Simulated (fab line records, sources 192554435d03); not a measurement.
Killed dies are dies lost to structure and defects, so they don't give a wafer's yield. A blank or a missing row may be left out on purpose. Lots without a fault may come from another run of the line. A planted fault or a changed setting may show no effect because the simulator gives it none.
Which tool did it? | flow n5_finfet | 12 lots, 36 wafers sampled, at 1 step of a route of 1938

WHAT THE GAUGES READ, wafer by wafer
N5_BEOL_M3_OVL_MEAS_12.
lot  | measured     | on         | M3_OVL (nm)
L075 | day 7 11:38  | overlay-02 | -0.4 -0.7 -0.4
L077 | day 7 16:57  | overlay-02 | -0.1 0.2 1.4
L079 | day 7 21:40  | overlay-02 | -0.5 -0.7 0.4
L081 | day 9 00:45  | overlay-01 | -0.1 -0.1 -0.5
L083 | day 9 03:57  | overlay-02 | -0.2 0.4 -0.7
L085 | day 9 22:05  | overlay-02 | -0.4 0.6 -0.1
L087 | day 10 07:47 | overlay-01 | -0.4 -0.1 -0.8
L088 | day 10 20:05 | overlay-01 | 0.0 1.1 -0.8
L091 | day 11 06:43 | overlay-02 | -0.7 0.2 -0.4
L093 | day 12 02:02 | overlay-01 | -0.9 0.2 -0.6
L097 | day 12 22:16 | overlay-01 | -0.3 0.0 -0.6
L096 | day 13 04:50 | overlay-02 | 0.4 -0.3 -0.7

WHICH TOOL RAN EACH LOT (tool, then ch and the chambers of the sampled wafers, then the start)
The record holds no process step before these readings.

THE ANSWER, worked out from the rows above alone
Rule: what is usual is taken from the lots themselves. Put in order of their means at a reading, lots are off if they are a third of the lots or fewer, leave a main group of 4 or more, and stand apart from it by a gap of 3 or more times the standard deviation of the main group's means; of several such gaps the widest counts. A main group whose means are all the same, to the digits that the tables above print for the reading, isn't used. A lot without any number at a reading at which 4 lots or more have one is off too. The other lots that the step has rows for count as sound.
No lot is off at any reading shown: from this, nothing can be told.

WHAT THE SIMULATOR HAD PUT IN
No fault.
